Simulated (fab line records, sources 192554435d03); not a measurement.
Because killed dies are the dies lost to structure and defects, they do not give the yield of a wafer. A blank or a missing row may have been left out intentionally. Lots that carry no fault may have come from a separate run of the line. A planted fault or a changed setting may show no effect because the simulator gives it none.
Split-lot trial || flow n5 finfet || 7 lots, 21 wafers read, on a route of 1938 steps

== SPLIT DETAILS ==
At N5_GATE_CUT_ETCH_58 (etches SiNx in CH3F/O2, target depth 17 nm, time 128.6 s), the setting time s was moved away from the recipe's 128.6 s on 8 of the 21 wafers read, by -18.7% to +19.1%. All remaining wafers had this setting at the recipe value.

The reading is taken at the split's own step.

== THE READING ==
SiNx_of_SDB_ALD_29.thk nm (the simulator's own value, which no gauge read), in nm, at N5_GATE_CUT_ETCH_58 (etches SiNx in CH3F/O2, target depth 17 nm, time 128.6 s). There is no usual value for it anywhere in the file. Here, 13 wafers ran the recipe; their average is 24.6 nm with a standard deviation of 0.095 nm.

{"wafer": "L075.1", "tool, chamber at the split": "rie diel-01, 1", "time s as run, s": 128.6, "against the recipe": "recipe", "SiNx_of_SDB_ALD_29.thk nm, nm": 24.6, "against lot-mates on the recipe": "-"}
{"wafer": "L075.3", "tool, chamber at the split": "rie diel-01, 2", "time s as run, s": 116.1, "against the recipe": "-9.7%", "SiNx_of_SDB_ALD_29.thk nm, nm": 25, "against lot-mates on the recipe": "+0.4"}
{"wafer": "L075.4", "tool, chamber at the split": "rie diel-01, 0", "time s as run, s": 116.1, "against the recipe": "-9.7%", "SiNx_of_SDB_ALD_29.thk nm, nm": 25, "against lot-mates on the recipe": "+0.4"}
{"wafer": "L079.1", "tool, chamber at the split": "rie diel-01, 1", "time s as run, s": 128.6, "against the recipe": "recipe", "SiNx_of_SDB_ALD_29.thk nm, nm": 24.6, "against lot-mates on the recipe": "-"}
{"wafer": "L079.2", "tool, chamber at the split": "rie diel-01, 3", "time s as run, s": 104.6, "against the recipe": "-18.7%", "SiNx_of_SDB_ALD_29.thk nm, nm": 25.2, "against lot-mates on the recipe": "+0.6"}
{"wafer": "L079.5", "tool, chamber at the split": "rie diel-01, 2", "time s as run, s": 104.6, "against the recipe": "-18.7%", "SiNx_of_SDB_ALD_29.thk nm, nm": 25.2, "against lot-mates on the recipe": "+0.6"}
{"wafer": "L082.1", "tool, chamber at the split": "rie diel-05, 0", "time s as run, s": 128.6, "against the recipe": "recipe", "SiNx_of_SDB_ALD_29.thk nm, nm": 24.8, "against lot-mates on the recipe": "-"}
{"wafer": "L082.3", "tool, chamber at the split": "rie diel-05, 1", "time s as run, s": 117.7, "against the recipe": "-8.5%", "SiNx_of_SDB_ALD_29.thk nm, nm": 24.8, "against lot-mates on the recipe": "+0.0"}
{"wafer": "L082.5", "tool, chamber at the split": "rie diel-05, 0", "time s as run, s": 117.7, "against the recipe": "-8.5%", "SiNx_of_SDB_ALD_29.thk nm, nm": 25, "against lot-mates on the recipe": "+0.2"}
{"wafer": "L083.1", "tool, chamber at the split": "rie diel-05, 2", "time s as run, s": 128.6, "against the recipe": "recipe", "SiNx_of_SDB_ALD_29.thk nm, nm": 24.8, "against lot-mates on the recipe": "-"}
{"wafer": "L083.2", "tool, chamber at the split": "rie diel-05, 3", "time s as run, s": 153.2, "against the recipe": "+19.1%", "SiNx_of_SDB_ALD_29.thk nm, nm": 24.2, "against lot-mates on the recipe": -0.5}
{"wafer": "L083.4", "tool, chamber at the split": "rie diel-05, 0", "time s as run, s": 128.6, "against the recipe": "recipe", "SiNx_of_SDB_ALD_29.thk nm, nm": 24.6, "against lot-mates on the recipe": "-"}
{"wafer": "L087.1", "tool, chamber at the split": "rie diel-05, 2", "time s as run, s": 128.6, "against the recipe": "recipe", "SiNx_of_SDB_ALD_29.thk nm, nm": 24.6, "against lot-mates on the recipe": "-"}
{"wafer": "L087.4", "tool, chamber at the split": "rie diel-05, 3", "time s as run, s": 146, "against the recipe": "+13.5%", "SiNx_of_SDB_ALD_29.thk nm, nm": 24.2, "against lot-mates on the recipe": -0.4}
{"wafer": "L087.6", "tool, chamber at the split": "rie diel-05, 2", "time s as run, s": 128.6, "against the recipe": "recipe", "SiNx_of_SDB_ALD_29.thk nm, nm": 24.6, "against lot-mates on the recipe": "-"}
{"wafer": "L096.1", "tool, chamber at the split": "rie diel-06, 0", "time s as run, s": 128.6, "against the recipe": "recipe", "SiNx_of_SDB_ALD_29.thk nm, nm": 24.6, "against lot-mates on the recipe": "-"}
{"wafer": "L096.5", "tool, chamber at the split": "rie diel-06, 1", "time s as run, s": 128.6, "against the recipe": "recipe", "SiNx_of_SDB_ALD_29.thk nm, nm": 24.4, "against lot-mates on the recipe": "-"}
{"wafer": "L096.6", "tool, chamber at the split": "rie diel-06, 0", "time s as run, s": 128.6, "against the recipe": "recipe", "SiNx_of_SDB_ALD_29.thk nm, nm": 24.6, "against lot-mates on the recipe": "-"}
{"wafer": "L097.1", "tool, chamber at the split": "rie diel-06, 2", "time s as run, s": 128.6, "against the recipe": "recipe", "SiNx_of_SDB_ALD_29.thk nm, nm": 24.6, "against lot-mates on the recipe": "-"}
{"wafer": "L097.5", "tool, chamber at the split": "rie diel-06, 1", "time s as run, s": 128.6, "against the recipe": "recipe", "SiNx_of_SDB_ALD_29.thk nm, nm": 24.6, "against lot-mates on the recipe": "-"}
{"wafer": "L097.6", "tool, chamber at the split": "rie diel-06, 2", "time s as run, s": 128.6, "against the recipe": "recipe", "SiNx_of_SDB_ALD_29.thk nm, nm": 24.6, "against lot-mates on the recipe": "-"}

FIT RESULTS
A straight line over all 21 wafers: SiNx_of_SDB_ALD_29.thk nm changes by -0.0296 nm for each +1% of time s; r = -0.94; the points scatter about the line by 0.095 nm.
The same after taking each lot's own level away (the mean of its wafers on the recipe; 21 wafers): -0.0296 nm for each +1%; r = -0.95; scatter 0.088 nm.
On that fit, the largest move of time s shifts the reading by 0.57 nm.
Measured against the standard deviation above, the lots' own levels, which go from 24.53 to 24.80 nm, span 2.8 times it.
The two slopes agree, so the slope changes little with the lot-to-lot level.
Check: with one of the wafers moved furthest among these (+19.1%) left out of the fit, the line predicts -0.594 nm for it against its lot-mates. Against them it came out at -0.5 nm.

== OTHER SPLITS APPLIED TO THESE WAFERS ==
These wafers also went through other splits before the reading. Each is held against what the fit with the lots' levels taken away leaves over:
{"other split on the same wafers": "N5_WELL_APT_PEB_23 peb time s", "wafers away from the commonest value": 7, "r with SiNx_of_SDB_ALD_29.thk nm (lot level and that fit taken away)": -0.02}
{"other split on the same wafers": "N5_WELL_APT_DESCUM_30 time s", "wafers away from the commonest value": 6, "r with SiNx_of_SDB_ALD_29.thk nm (lot level and that fit taken away)": "+0.26"}
{"other split on the same wafers": "N5_FIN_SAQP_PEB_14 peb time s", "wafers away from the commonest value": 5, "r with SiNx_of_SDB_ALD_29.thk nm (lot level and that fit taken away)": "+0.04"}
{"other split on the same wafers": "N5_FIN_SAQP_SPACER1_ALD_24 ald cycles", "wafers away from the commonest value": 6, "r with SiNx_of_SDB_ALD_29.thk nm (lot level and that fit taken away)": "+0.15"}
{"other split on the same wafers": "N5_DUMMY_GATE_HM_DEP_06 time s", "wafers away from the commonest value": 12, "r with SiNx_of_SDB_ALD_29.thk nm (lot level and that fit taken away)": "+0.18"}
{"other split on the same wafers": "N5_SD_EPI_N_ETCH_16 target depth a", "wafers away from the commonest value": 7, "r with SiNx_of_SDB_ALD_29.thk nm (lot level and that fit taken away)": -0.21}
{"other split on the same wafers": "N5_SD_ACTIVATION_LSA_01 temp c", "wafers away from the commonest value": 7, "r with SiNx_of_SDB_ALD_29.thk nm (lot level and that fit taken away)": "+0.07"}
{"other split on the same wafers": "N5_HKMG_FIN_COAT_43 spin rpm", "wafers away from the commonest value": 8, "r with SiNx_of_SDB_ALD_29.thk nm (lot level and that fit taken away)": "+0.17"}
{"other split on the same wafers": "N5_HKMG_FIN_ETCH_54 source w", "wafers away from the commonest value": 6, "r with SiNx_of_SDB_ALD_29.thk nm (lot level and that fit taken away)": "+0.29"}

== THE WHOLE CHAIN: every reading that the file lists as answering this split, in the file's order ==
{"step": "N5_GATE_CUT_ETCH_58", "what it does": "etches SiNx in CH3F/O2, target depth 17 nm, time 128.6 s", "reading": "etch.depth nm (the simulator's own value, which no gauge read)", "change (the file's fit)": "+0.177 nm for each +1% of the setting", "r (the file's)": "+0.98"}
{"step": "N5_GATE_CUT_ETCH_58", "what it does": "etches SiNx in CH3F/O2, target depth 17 nm, time 128.6 s", "reading": "SiNx_of_SDB_ALD_29.thk nm (the simulator's own value, which no gauge read)", "change (the file's fit)": "-0.0291 nm for each +1% of the setting", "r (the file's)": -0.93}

== FILE'S OWN FIT ==
SiNx_of_SDB_ALD_29.thk nm changes by -0.0291 nm for each +1% of time s, r = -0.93.
